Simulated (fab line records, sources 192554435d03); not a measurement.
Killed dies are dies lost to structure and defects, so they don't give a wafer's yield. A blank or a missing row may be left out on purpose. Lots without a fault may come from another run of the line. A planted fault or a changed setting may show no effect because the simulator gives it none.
A struck lot beside a sound one | flow n5_finfet | 15 steps out of a route of 1938
Sound: wafers L267.3, L267.5, L267.6. Struck: wafer L284.2. (L284.6 of the same lot was not struck and is left out.) The cause comes at the end.
At each step with rows: each side's tool, then ch and its chambers, then its first start. Under that, the readings that differ: sound wafers | struck wafers | difference of the means | sigmas: that difference in standard deviations of wafers without a fault.
alike: readings whose means differ by less than 2 such deviations, and words and numbers that are the same on both sides. not compared: withheld readings, readings that some wafer has no value for, bounds like >300 that may hide the same value, and numbers for which the record gives no deviation and whose values overlap.
The two part at a step that has a row with sigmas, a row that says differs or no value, or rows on one side only. Numbers that don't overlap but have no deviation are shown without sigmas and don't part them. A reading that every wafer of one side lacks parts them only if that side has two wafers or more.

first, 7 steps without rows for these wafers: N5_BEOL_M14_COAT_04 (resist thk 800 nm); N5_BEOL_M14_EBR_06; N5_BEOL_M14_SOFTBAKE_05 (time 60 s); N5_BEOL_M14_EXPOSE_07 (exposes mask V13); N5_BEOL_M14_PEB_08 (peb time 90 s); N5_BEOL_M14_DEVELOP_09 (develop time 45 s); N5_BEOL_M14_HARDBAKE_14 (time 120 s).
N5_BEOL_M14_CD_MEAS_10: target cd 250 nm.
  sound on cd_sem-01 ch 0, day 14 03:36; struck on cd_sem-03 ch 0, day 17 20:46
  reading    | sound             | struck | difference | sigmas
  cd_nm (nm) | 248.6 249.7 249.6 | 251.5  | +2.2       | +2
N5_BEOL_M14_OVL_MEAS_11:
  sound on overlay-01 ch 0, day 14 03:38; struck on overlay-02 ch 0, day 17 20:47
  alike: V13_OVL
N5_BEOL_M14_INSPECT_12: inspects for defects (macro).
  sound on defect_inspect-01, day 14 03:39; struck on defect_inspect-02, day 17 20:49
  alike: raw_defect_count
N5_BEOL_M14_DESCUM_15: chemistry O2, time 7.9 s.
  sound on rie_diel-04 ch 0,2,3, day 14 03:41; struck on rie_diel-01 ch 1, day 17 20:50
  reading      | sound             | struck | difference | sigmas
  rf_vpp_V (V) | 245.7 244.5 244.0 | 241.9  | -2.8       | -2
  alike: drypump_motor_current_A, oes_product_au, showerhead_plenum_p_Torr, throttle_valve_pct
  not compared: rf_hours_counter_h
N5_BEOL_M14_ETCH_59: etches BARC in N2/H2, target depth 89 nm, overetch 26.7 nm, time 67.9 s.
  sound on rie_diel-04 ch 0,2,3, day 14 03:43; struck on rie_diel-01 ch 1, day 17 20:53
  alike: drypump_motor_current_A, oes_product_au, rf_vpp_V, showerhead_plenum_p_Torr, throttle_valve_pct
  not compared: rf_hours_counter_h
N5_BEOL_M14_VIA_ETCH_16: etches SiO2 in C4F8/O2/Ar, target depth 1231.3 nm.
  sound on rie_diel-04 ch 0,2,3, day 14 03:46; struck on rie_diel-01 ch 1, day 17 20:56
  reading               | sound          | struck | difference | sigmas
  oes_product_au (a.u.) | 0.77 0.61 0.66 | 0.90   | +0.22      | +4
  alike: drypump_motor_current_A, oes_ar_750_au, rf_vpp_V, showerhead_plenum_p_Torr, throttle_valve_pct
N5_BEOL_M14_STRIP_63: strips in O2.
  sound on rie_diel-04 ch 0,2,3; struck on rie_diel-01 ch 1
  alike: drypump_motor_current_A, oes_product_au, rf_vpp_V, showerhead_plenum_p_Torr, throttle_valve_pct
  not compared: rf_hours_counter_h
N5_PASSIVATION_PROBE_49:
  sound on prober-01, day 15 05:41; struck on prober-01, day 19 03:40
  alike: defect_limited_yield, killed_at_M0_to_M3, killed_at_M4_up, killed_at_contacts, killed_at_front_end, killed_at_other, killed_dies, killed_open, killed_short, sort_bin_5_function, sort_bin_6_memory, sort_n_pass, sort_yield_pct

WHERE THEY PART
First at N5_BEOL_M14_CD_MEAS_10; last, within this record, at N5_BEOL_M14_VIA_ETCH_16. Later steps at which nothing parts them and some readings are alike: N5_BEOL_M14_STRIP_63, N5_PASSIVATION_PROBE_49.

WHY: what the simulator had put in
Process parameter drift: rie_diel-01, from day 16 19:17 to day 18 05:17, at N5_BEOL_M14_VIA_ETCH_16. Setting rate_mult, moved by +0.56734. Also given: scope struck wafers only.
